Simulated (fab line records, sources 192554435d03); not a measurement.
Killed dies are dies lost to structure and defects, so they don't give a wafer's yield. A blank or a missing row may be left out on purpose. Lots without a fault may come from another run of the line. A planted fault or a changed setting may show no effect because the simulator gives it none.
Chamber matching | flow n5_finfet | N5_BEOL_M8_CURE_75 on uv_cure-01: 3 sister chambers
The step cures SiCOH lowk, time 120 s. 3 wafers are shown with their chamber, then 12 later ones without.

WAFERS WITH THEIR CHAMBER
wafer  | chamber | wafer_temp_C_max
L079.6 | 0       | 373.6
L082.6 | 2       | 371.3
L092.5 | 1       | 372.5

WAFERS WITHOUT THEIR CHAMBER
wafer  | wafer_temp_C_max
L091.1 | 371.6
L091.3 | 371.7
L091.4 | 371.8
L094.2 | 371.3
L094.5 | 371.0
L094.6 | 371.6
L093.1 | 372.6
L093.4 | 372.6
L093.5 | 372.0
L097.1 | 372.0
L097.2 | 373.0
L097.5 | 372.7

WHICH CHAMBER EACH WENT THROUGH
wafer  | from the rows above     | in truth
L091.1 | can't be placed: 2 or 1 | 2
L091.3 | can't be placed: 2 or 1 | 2
L091.4 | can't be placed: 2 or 1 | 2
L094.2 | 2                       | 2
L094.5 | 2                       | 2
L094.6 | can't be placed: 2 or 1 | 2
L093.1 | 1                       | 1
L093.4 | 1                       | 1
L093.5 | can't be placed: 1 or 2 | 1
L097.1 | can't be placed: 1 or 2 | 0
L097.2 | can't be placed: 1 or 0 | 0
L097.5 | can't be placed: 1 or 0 | 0
Placed correctly: 4 of 12. Can't be placed from these rows: 8 (the true chamber is among the candidates in 7). Placed wrongly: 0.
How it was worked out, from the rows above alone: a wafer's distance from a chamber is the root of the sum, over the readings, of the square of ((its reading less the chamber's mean) divided by the reading's scatter). The wafer belongs to the nearest chamber; if the next one is less than 2 further off, it can't be placed. A chamber's mean is the mean of its shown wafers. The scatter: with one shown wafer a chamber, the root of the mean of the squares of how far each hidden wafer lies from its nearest shown one.
